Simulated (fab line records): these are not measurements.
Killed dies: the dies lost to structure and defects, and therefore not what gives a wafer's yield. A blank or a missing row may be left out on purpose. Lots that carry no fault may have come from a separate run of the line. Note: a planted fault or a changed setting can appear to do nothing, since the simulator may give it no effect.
Split-lot study    flow n5 finfet    39 wafers read across 7 lots, on a route 1938 steps long

== ON THE SPLIT ==
At N5_MOL_CONTACT_COAG_PRECLEAN_111 (cleans in NF3:NH3, afs cycles 1, time 20 s, sublimation time 60 s), the setting time s was moved away from the recipe's 20 s on 12 of the 39 wafers read, by -54.8% to +54.1%. This setting was run at the recipe's value on the other wafers.

The reading is taken at the split's own step.

== THE READING ==
SiNx_of_SPACER0_ALD_07.thk nm (the simulator's own value, which no gauge read), in nm, at N5_MOL_CONTACT_COAG_PRECLEAN_111 (cleans in NF3:NH3, afs cycles 1, time 20 s, sublimation time 60 s). The file gives no usual value for it. Average 1.1 nm, standard deviation 0.099 nm, over the 27 wafers here run with the recipe.

wafer   tool, chamber at the split  time s as run, s  against the recipe  SiNx_of_SPACER0_ALD_07.thk nm, nm  against lot-mates on the recipe
L074.1  remote plasma-01, 1         30.83             +54.1%              0.8                                -0.3
L074.5  remote plasma-01, 1         30.83             +54.1%              0.8                                -0.3
L074.6  remote plasma-01, 1         30.83             +54.1%              0.8                                -0.3
L074.2  remote plasma-01, 1         20                recipe              1.2                                -
L074.4  remote plasma-01, 1         20                recipe              1.2                                -
L074.3  remote plasma-01, 1         20                recipe              1                                  -
L080.1  remote plasma-02, 0         20                recipe              1.2                                -
L080.2  remote plasma-02, 0         20                recipe              1.2                                -
L080.3  remote plasma-02, 0         23.25             +16.3%              1                                  -0.1
L080.4  remote plasma-02, 0         23.25             +16.3%              1                                  -0.1
L080.5  remote plasma-02, 0         23.25             +16.3%              1                                  -0.1
L080.6  remote plasma-02, 0         20                recipe              1                                  -
L085.1  remote plasma-01, 1         20                recipe              1                                  -
L085.2  remote plasma-01, 1         20                recipe              1                                  -
L085.3  remote plasma-01, 1         20                recipe              1                                  -
L087.1  remote plasma-01, 0         20                recipe              1                                  -
L087.3  remote plasma-01, 0         20                recipe              1                                  -
L087.2  remote plasma-01, 0         29.52             +47.6%              0.8                                -0.3
L087.4  remote plasma-01, 0         29.52             +47.6%              0.8                                -0.3
L087.6  remote plasma-01, 0         29.52             +47.6%              0.8                                -0.3
L087.5  remote plasma-01, 0         20                recipe              1.2                                -
L088.1  remote plasma-01, 1         20                recipe              1                                  -
L088.2  remote plasma-01, 1         9.032             -54.8%              1.6                                +0.5
L088.3  remote plasma-01, 1         9.032             -54.8%              1.6                                +0.5
L088.5  remote plasma-01, 1         9.032             -54.8%              1.6                                +0.5
L088.4  remote plasma-01, 1         20                recipe              1.2                                -
L088.6  remote plasma-01, 1         20                recipe              1.2                                -
L089.1  remote plasma-02, 0         20                recipe              1                                  -
L089.2  remote plasma-02, 0         20                recipe              1.2                                -
L089.3  remote plasma-02, 0         20                recipe              1.2                                -
L089.4  remote plasma-02, 0         20                recipe              1.2                                -
L089.5  remote plasma-02, 0         20                recipe              1.2                                -
L089.6  remote plasma-02, 0         20                recipe              1.2                                -
L093.1  remote plasma-01, 0         20                recipe              1                                  -
L093.2  remote plasma-01, 0         20                recipe              1                                  -
L093.3  remote plasma-01, 0         20                recipe              1                                  -
L093.4  remote plasma-01, 0         20                recipe              1                                  -
L093.5  remote plasma-01, 0         20                recipe              1                                  -
L093.6  remote plasma-01, 0         20                recipe              1                                  -

THE FIT
A straight line over all 39 wafers: SiNx_of_SPACER0_ALD_07.thk nm changes by -0.00712 nm for each +1% of time s; r = -0.89; the points scatter about the line by 0.094 nm.
The same after taking each lot's own level away (the mean of its wafers on the recipe; 39 wafers): -0.00701 nm for each +1%; r = -0.93; scatter 0.069 nm.
The reading moves by 0.38 nm for the largest change in time s, on that fit.
The lots' own levels span 1.00 to 1.17 nm, that is 1.7 times the standard deviation above.
The two slopes agree, so the slope changes little with the lot-to-lot level.
Check: +0.384 nm against its lot-mates is what the line predicts for one of the wafers moved furthest among these (-54.8%) when that wafer is left out of the fit. Against them it came out at +0.467 nm.

== OTHER SPLITS APPLIED TO THESE WAFERS ==
These wafers also went through other splits before the reading. Each is held against what the fit with the lots' levels taken away leaves over:
other split on the same wafers         wafers away from the commonest value  r with SiNx_of_SPACER0_ALD_07.thk nm (lot level and that fit taken away)
N5_FIN_SAQP_SPACER1_ALD_24 ald cycles  18                                    +0.19
N5_SPACER0_ALD_00 ald cycles           12                                    +0.19

== FILE'S OWN FIT ==
SiNx_of_SPACER0_ALD_07.thk nm changes by -0.00691 nm for each +1% of time s, r = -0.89.
